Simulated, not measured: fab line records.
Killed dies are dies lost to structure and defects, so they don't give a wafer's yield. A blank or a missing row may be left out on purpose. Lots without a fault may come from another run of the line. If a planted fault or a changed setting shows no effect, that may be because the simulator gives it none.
Matching of chambers + flow nand harc + pecvd-03 running NHARC_A_CONTACT_DEP_58: 3 sister chambers
The step deposits SiON, target thk 60 nm. 3 wafers are shown with their chamber, then 9 later ones without.

## WAFERS, EACH WITH ITS CHAMBER
| wafer  | chamber | heater power w (W) |
|--------|---------|--------------------|
| L084.3 | 0       | 775                |
| L081.4 | 2       | 777                |
| L081.6 | 1       | 857                |

## WAFERS WHOSE CHAMBER IS MISSING
| wafer  | heater power w (W) |
|--------|--------------------|
| L085.2 | 887                |
| L085.3 | 819                |
| L085.6 | 911                |
| L097.1 | 821                |
| L097.3 | 779                |
| L097.6 | 817                |
| L096.1 | 786                |
| L096.2 | 855                |
| L096.4 | 768                |

## EACH ONE'S CHAMBER
| wafer  | from the rows above          | in truth                   |
|--------|------------------------------|----------------------------|
| L085.2 | 1                            | 1                          |
| L085.3 | can't be placed: 1 or 2 or 0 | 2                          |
| L085.6 | 1                            | 1                          |
| L097.1 | can't be placed: 1 or 2 or 0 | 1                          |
| L097.3 | can't be placed: 2 or 0      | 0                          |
| L097.6 | can't be placed: 1 or 2 or 0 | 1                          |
| L096.1 | can't be placed: 2 or 0      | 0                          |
| L096.2 | 1                            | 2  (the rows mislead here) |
| L096.4 | can't be placed: 0 or 2      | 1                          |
2 of 9 placed correctly. Unplaceable from these rows: 6, with the true chamber sitting among the candidates in 5. Number placed wrongly: 1.
How it was worked out, from the rows above alone: a wafer's distance from a chamber is the root of the sum, over the readings, of the square of ((its reading less the chamber's mean) divided by the reading's scatter). If the next closest chamber is less than 2 further off than the closest, the wafer can't be placed; otherwise it belongs to the closest. A chamber's mean is the mean of its shown wafers. The scatter (one wafer shown for each chamber): square how far every hidden wafer sits from the nearest shown wafer, average those squares and take the square root.
